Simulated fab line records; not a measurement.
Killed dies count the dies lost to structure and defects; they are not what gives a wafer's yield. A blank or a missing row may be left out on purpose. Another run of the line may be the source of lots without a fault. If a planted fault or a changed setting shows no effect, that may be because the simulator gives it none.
Which tool was responsible? -- flow nandHarc -- 12 lots, 36 wafers sampled, at 5 steps of a route of 1302

WHAT THE GAUGES READ, wafer by wafer
NHARC_END_SORT_01. Usual: defectLimitedYield 91.2 %, standard deviation 2.6; killedAtArray 55, standard deviation 17; killedAtOther 0.9, standard deviation 1.2; killedAtPeriphery 3.7, standard deviation 2.5; killedDies 59, standard deviation 18; killedOpen 3.4, standard deviation 1.9; killedShort 2.6, standard deviation 1.6; sort_bin_2_pct 3.1 %, standard deviation 1.2; sort_bin_3_pct 0.7 %, standard deviation 0.4; sort_bin_4_pct 4.9 %, standard deviation 1.4; sortNPass 618, standard deviation 18; sortRimYieldPct 93 %, standard deviation 3.7; sortYieldPct 91.2 %, standard deviation 2.6.
lot,measured,on,defectLimitedYield (%),killedAtArray,killedAtOther,killedAtPeriphery,killedDies,killedOpen,killedShort,sort_bin_2_pct (%),sort_bin_3_pct (%),sort_bin_4_pct (%),sortNPass,sortRimYieldPct (%),sortYieldPct (%),flag
L305,day 29 08:37,prober-02,90.0,64,0,4,68,0,1,3.5,0.9,5.6,609,90,90.0,
L306,day 29 18:31,prober-01,90.5 91.7,60 55,2 0,2 1,64 56,1 2,0 2,2.5 2.1,1.6 1.0,5.3 5.2,613 621,96 100,90.5 91.7,
L309,day 31 19:11,prober-01,89.8 93.6 88.2,60 38 50,2 0 1,7 5 29,69 43 80,7 6 4,1 2 4,3.1 2.2 6.4,0.9 0.6 0.4,6.2 3.5 5.0,608 634 597,92 88 92,89.8 93.6 88.2,OFF

TOOL THAT RAN EACH LOT (tool first, then ch and the chambers of the sampled wafers, then the start)
lot,NHARC_P_BONDPAD_PVD_17,NHARC_THIN_TSV_DEGAS_49,NHARC_THIN_TSV_CMP_21,NHARC_THIN_TSV_STRIP_56
L293,"pvdSputter-02, day 6 19:51","pvdSputter-03, day 23 14:25","cmp-04 ch 1,2, day 23 15:58","plasmaAsher-01 ch 0,1, day 23 18:11"
L295,"pvdSputter-02, day 7 10:55","pvdSputter-03, day 24 08:18","cmp-04 ch 1,2, day 24 09:57","plasmaAsher-01 ch 0,1, day 24 12:14"
L299,"pvdSputter-01, day 9 08:35","pvdSputter-02, day 26 21:50","cmp-02 ch 1,2, day 26 23:22","plasmaAsher-01 ch 0,1, day 27 01:33"
L301,"pvdSputter-01, day 10 00:25","pvdSputter-01, day 26 17:16","cmp-04 ch 0,3, day 26 18:49","plasmaAsher-01 ch 0,1, day 26 21:25"
L302,"pvdSputter-02, day 10 17:52","pvdSputter-01, day 28 06:08","cmp-02 ch 1,2,3, day 28 07:44","plasmaAsher-02 ch 0, day 28 09:49"
L303,"pvdSputter-01, day 10 21:56","pvdSputter-02, day 28 05:24","cmp-02 ch 0,1,3, day 28 06:55","plasmaAsher-02 ch 0,1, day 28 09:02"
L305,"pvdSputter-02, day 11 13:15","pvdSputter-01, day 28 15:26","cmp-02 ch 2,3, day 28 16:58","plasmaAsher-02 ch 0,1, day 28 19:07"
L306,"pvdSputter-01, day 12 00:32","pvdSputter-02, day 29 04:57","cmp-02 ch 0,3, day 29 06:29","plasmaAsher-02 ch 0,1, day 29 08:44"
L307,"pvdSputter-01, day 12 21:49","pvdSputter-02, day 29 19:42","cmp-04 ch 0,1,2, day 29 21:16","plasmaAsher-02 ch 0,1, day 29 23:35"
L309,"pvdSputter-01, day 13 15:11","pvdSputter-02, day 30 23:08","cmp-04 ch 0,1,3, day 31 00:43","plasmaAsher-02 ch 0,1, day 31 02:55"
L311,"pvdSputter-02, day 14 03:33","pvdSputter-03, day 31 02:02","cmp-01 ch 1,2,3, day 31 03:34","plasmaAsher-01 ch 1, day 31 05:52"
L315,"pvdSputter-02, day 15 21:26","pvdSputter-03, day 32 22:23","cmp-04 ch 0,2,3, day 32 23:58","plasmaAsher-02 ch 0,1, day 33 02:06"
- NHARC_P_BONDPAD_PVD_17: deposits TaN, target thk 5 nm, time 8.06 s.
- NHARC_THIN_TSV_DEGAS_49: time 120 s.
- NHARC_THIN_TSV_CMP_21: polishes, t overpolish 30 s, target thk 2000 nm.
- NHARC_THIN_TSV_STRIP_56: strips in O2.

AS READ BY THE TOOLS THEMSELVES (means over the sampled wafers that have a number; for cases with no such wafer, the mark the record gives instead)
NHARC_P_BONDPAD_PVD_17. Usual: throttleValvePct reads 30.7 % (standard deviation 0.71).
lot,tool,throttleValvePct (%),flag
L293,pvdSputter-02,31.1,
L295,pvdSputter-02,30.5,
L299,pvdSputter-01,30.6,
L301,pvdSputter-01,31.2,
L302,pvdSputter-02,31.5,
L303,pvdSputter-01,30.5,
L305,pvdSputter-02,31.5,
L306,pvdSputter-01,30.7,
L307,pvdSputter-01,30.3,
L309,pvdSputter-01,30.6,
L311,pvdSputter-02,30.5,
L315,pvdSputter-02,30.6,

NHARC_THIN_TSV_DEGAS_49. Usual: heaterPowerW reads 466 W (standard deviation 40).
lot,tool,heaterPowerW (W),flag
L293,pvdSputter-03,501,
L295,pvdSputter-03,465,
L299,pvdSputter-02,438,
L301,pvdSputter-01,488,
L302,pvdSputter-01,449,
L303,pvdSputter-02,473,
L305,pvdSputter-01,494,
L306,pvdSputter-02,493,
L307,pvdSputter-02,480,
L309,pvdSputter-02,486,
L311,pvdSputter-03,463,
L315,pvdSputter-03,458,

NHARC_THIN_TSV_CMP_21. Usual: motorCurrentA 11.5 A, standard deviation 1; overpolishRunS 30.000 s, standard deviation 0.009.
lot,tool,motorCurrentA (A),overpolishRunS (s),flag
L293,cmp-04,10.1,30.002,
L295,cmp-04,10.3,30.005,
L299,cmp-02,12.1,30.016,
L301,cmp-04,11.7,29.999,
L302,cmp-02,11.7,29.999,
L303,cmp-02,11.6,30.001,
L305,cmp-02,10.9,29.999,
L306,cmp-02,11.2,30.005,
L307,cmp-04,10.9,30.000,
L309,cmp-04,10.9,30.002,
L311,cmp-01,11.8,30.001,
L315,cmp-04,11.4,30.004,

NHARC_THIN_TSV_STRIP_56. Usual: drypumpMotorCurrentA 5.6 A, standard deviation 0.39; heaterPowerW 325 W, standard deviation 28; rfReflPowerW 23 W, standard deviation 3.8.
lot,tool,drypumpMotorCurrentA (A),heaterPowerW (W),rfReflPowerW (W),flag
L293,plasmaAsher-01,5.2,320,21,
L295,plasmaAsher-01,5.2,319,22,
L299,plasmaAsher-01,5.3,327,20,
L301,plasmaAsher-01,5.2,319,-,OFF
L302,plasmaAsher-02,5.7,288,-,OFF
L303,plasmaAsher-02,6.0,338,26,
L305,plasmaAsher-02,6.0,334,26,
L306,plasmaAsher-02,6.0,337,26,
L307,plasmaAsher-02,5.9,309,25,
L309,plasmaAsher-02,5.9,313,-,OFF
L311,plasmaAsher-01,5.2,317,23,
L315,plasmaAsher-02,6.0,336,27,

THE ANSWER, worked out from the rows above alone
Rule: take the mean of a lot's wafers that have a number; if it is more than 3 standard deviations from the usual mean, the lot is off. Also off: a lot with no number at a reading for which 4 or more lots have one. The other lots that the step has rows for count as sound. First the gauges in route order, then the tools' own readings, where a lot's mean is used as printed above. At the first step where some lot is off, the reading lying furthest off is the one used; lots without a number count as furthest.
Off at NHARC_END_SORT_01 (killedAtPeriphery): L309. Neither off nor sound, because the step has no rows for them: L293, L295, L299, L301, L302, L303, L307, L311, L315.
A tool fits if, at a process step before that reading, it ran every lot that is off, and no sound lot after the first of them. The gauges at NHARC_END_SORT_01 aren't tried: what is off there is off at NHARC_THIN_TSV_STRIP_56 too, on other tools, and a gauge's error can't cause that. Can't be told from this: 4 tools fit, pvdSputter-01 at NHARC_P_BONDPAD_PVD_17, pvdSputter-02 at NHARC_THIN_TSV_DEGAS_49, cmp-04 at NHARC_THIN_TSV_CMP_21, plasmaAsher-02 at NHARC_THIN_TSV_STRIP_56.

WHAT HAD BEEN PUT IN BY THE SIMULATOR
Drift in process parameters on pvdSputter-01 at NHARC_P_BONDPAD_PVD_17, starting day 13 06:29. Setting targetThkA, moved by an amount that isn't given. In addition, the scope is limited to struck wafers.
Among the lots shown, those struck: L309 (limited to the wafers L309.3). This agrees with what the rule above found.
